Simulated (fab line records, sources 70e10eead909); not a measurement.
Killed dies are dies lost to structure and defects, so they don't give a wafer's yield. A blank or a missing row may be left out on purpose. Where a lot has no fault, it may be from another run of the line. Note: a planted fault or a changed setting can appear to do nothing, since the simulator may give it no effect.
Chamber matching	flow nand harc	NHARC_P_GATE_DESCUM_13 on rie diel-04: 4 sister chambers
The step chemistry O2, time 3 s. 8 wafers are shown with their chamber, then 7 later ones without.

EACH WAFER AND ITS CHAMBER
wafer	chamber	chamber pressure mTorr (mTorr)	oes product au (a.u.)
L079.6	3	59.97	0.997
L088.5	2	59.94	1.002
L088.6	3	60.04	1.001
L090.1	2	59.91	1.004
L090.2	1	60.04	0.981
L090.3	0	59.99	1.002
L092.1	0	60.01	1.000
L092.3	1	60.09	0.991

WAFERS WITHOUT THEIR CHAMBER
wafer	chamber pressure mTorr (mTorr)	oes product au (a.u.)
L092.5	59.97	0.989
L096.4	60.09	0.991
L096.5	59.93	1.003
L096.6	60.00	1.023
L097.1	59.96	1.011
L097.3	59.91	1.011
L097.4	60.08	0.986

THE CHAMBER EACH PASSED THROUGH
wafer	from the rows above	in truth
L092.5	can't be placed: 3 or 1 or 0 or 2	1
L096.4	can't be placed: 1 or 3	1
L096.5	2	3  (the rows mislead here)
L096.6	can't be placed: 2 or 0 or 3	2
L097.1	can't be placed: 2 or 0 or 3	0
L097.3	can't be placed: 2 or 0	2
L097.4	1	1
Correct placement for 1 of the 7. Unplaceable from these rows: 5, with the true chamber sitting among the candidates in 5. Wrongly placed: 1.
How it was worked out, from the rows above alone: a wafer's distance from a chamber is the root of the sum, over the readings, of the square of ((its reading less the chamber's mean) divided by the reading's scatter). The wafer belongs to the nearest chamber; if the next one is less than 2 further off, it can't be placed. Each chamber's mean is taken over the wafers shown for it. The scatter is the square root of a quotient: the sum, over the shown wafers, of each reading's squared deviation from its chamber's mean, divided by wafers minus chambers.
